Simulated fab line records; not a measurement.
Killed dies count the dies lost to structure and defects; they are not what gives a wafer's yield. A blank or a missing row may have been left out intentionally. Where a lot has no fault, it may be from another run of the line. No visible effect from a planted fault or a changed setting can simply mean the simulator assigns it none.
Comparing a struck lot with a sound one :: flow n5Finfet :: 38 out of 1938 route steps
Sound: the wafers L600.1, L600.2, L600.5. Wafers struck: L595.2, L595.5, L595.6. The cause is named last.
Per side, at each step with rows, come the tool, then ch with its chambers, and then its first start. Under that, the readings that differ: sound wafers :: struck wafers :: difference of the means :: sigmas: that difference in standard deviations of wafers without a fault.
alike: a reading whose means differ by less than 2 such deviations, as well as words and numbers matching on both sides. not compared: withheld readings; readings where some wafer has no value; bounds like >300 that might hide an equal value; numbers whose values overlap and for which the record gives no deviation.
A row with sigmas, a row that says differs or no value, or rows on one side alone: a step with any of these is where the two part. Numbers that have no deviation but don't overlap get no sigmas and don't part them. A reading missing from all wafers of one side parts the sides only when that side holds two or more wafers.

first, 9 steps without rows for these wafers: N5_BEOL_M4_ANNEAL_95 (time 240 s); N5_BEOL_M4_SPUTTER_96 (material Cu, target thk 4.5 nm, time 8.29 s); N5_BEOL_M4_ECD_50 (material Cu, target thk 300 nm); N5_BEOL_M4_ANNEAL_51 (time 90 s); N5_BEOL_M4_CMP_52 (polishes, stops on SiOC, t overpolish 6.8 s, target thk 40 nm); N5_BEOL_M4_PRE_CLEAN_60 (time 15 s); N5_BEOL_M4_CO_CAP_55 (material Co, precursor CCTBA/H2, target thk 2 nm, time 102.1 s); N5_BEOL_M4_PRE_CLEAN_56 (time 15 s); N5_BEOL_M4_DEP_57 (deposits SiCN from 3MS/NH3, target thk 8 nm, time 14 s).
N5_BEOL_M4_RC_MEAS_101:
  sound on prober-02 ch 0, day 13 09:45; struck on prober-01 ch 0, day 11 23:26
  alike: DIBL_N, DIBL_P, IOFF_N, IOFF_P, ION_N, ION_P, SS_N, SS_P, VT_N, VT_P
then, 24 steps without rows for these wafers: N5_BEOL_M5_ILD_DEP_00 (deposits SiCOH lowk from DEMS/porogen, target thk 140.64 nm, time 25.9 s); N5_BEOL_M5_CURE_79 (cures SiCOH lowk, time 240 s); N5_BEOL_M5_PECVD_70 (deposits SiO2 from TEOS/O2, target thk 16 nm, time 18 s); N5_BEOL_M5_HM_DEP_02 (deposits TiN, target thk 20 nm); N5_BEOL_M5_COAT_59 (time 60 s, resist thk 60 nm); N5_BEOL_M5_COAT_60 (time 60 s, resist thk 12 nm); N5_BEOL_M5_COAT_71 (time 60 s, resist thk 5 nm); N5_BEOL_M5_COAT_05 (resist thk 30 nm); N5_BEOL_M5_EBR_07; N5_BEOL_M5_SOFTBAKE_06 (time 60 s); N5_BEOL_M5_EXPOSE_08 (exposes mask M5, target cd 28 nm); N5_BEOL_M5_PEB_09 (peb time 60 s); N5_BEOL_M5_DEVELOP_10 (develop time 30 s); N5_BEOL_M5_DESCUM_16 (chemistry O2, time 7 s); N5_BEOL_M5_ETCH_72 (etches underlayer in N2/H2, target depth 6.5 nm, time 5.2 s); N5_BEOL_M5_ETCH_61 (etches SiARC in CF4, target depth 15.6 nm, time 26 s); N5_BEOL_M5_ETCH_62 (etches SOC in N2/H2, target depth 75 nm, overetch 15 nm, time 112.5 s); N5_BEOL_M5_STRIP_63 (strips in N2/H2); N5_BEOL_M5_STRIP_73 (strips in N2/H2); N5_BEOL_M5_STRIP_64 (strips in CF4); N5_BEOL_M5_HM_OPEN_17 (chemistry Cl2/BCl3, target TiN, target depth 20 nm, overetch 6 nm); N5_BEOL_M5_STRIP_19 (strips in O2); N5_BEOL_M5_COAT_65 (time 60 s, resist thk 60 nm); N5_BEOL_M5_COAT_66 (time 60 s, resist thk 12 nm).
-- here the record skips 3 days between the struck wafers' starts before and after, leaving off in module BEOL_M5 and picking up in module BEOL_M12 (first step shown: number 1609 of the route) --
N5_BEOL_M12_PEB_08: peb time 90 s.
  sound on lithoTrack-03 ch 0, day 16 07:41; struck on lithoTrack-05 ch 0, day 15 08:19
reading: heaterPowerTotalW (W)
sound: 172.8 171.3 173.8
struck: 141.9 142.1 141.1
difference: -30.9
sigmas: -36

reading: plateTempC (C)
sound: 130.00 129.86 129.92
struck: 112.33 112.22 112.11
difference: -17.71
sigmas: -99 or more
N5_BEOL_M12_CD_MEAS_10: target cd 140 nm.
  sound on cdSem-01 ch 0, day 16 07:47; struck on cdSem-03 ch 0, day 15 08:26
reading: cdNm (nm)
sound: 139.0 136.5 140.5
struck: 19.8 20.5 22.9
difference: -117.6
sigmas: -59
N5_BEOL_M12_CD_MEAS_17: target cd 140 nm.
  sound on cdSem-01, day 16 08:22; struck on cdSem-02, day 15 09:01
reading: cdNm (nm)
sound: 140.0 136.8 140.7
struck: 17.7 20.6 20.6
difference: -119.5
sigmas: -54
N5_PASSIVATION_PROBE_49:
  rows exist in the record for the struck wafers here (prober-02, day 17 07:52), but not for the sound ones

WHERE THEY PART
Last at N5_PASSIVATION_PROBE_49 as far as this record goes, first at N5_BEOL_M12_PEB_08.

WHY: the cause the simulator had injected
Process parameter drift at N5_BEOL_M12_PEB_08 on lithoTrack-05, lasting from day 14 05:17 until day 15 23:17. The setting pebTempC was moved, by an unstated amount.
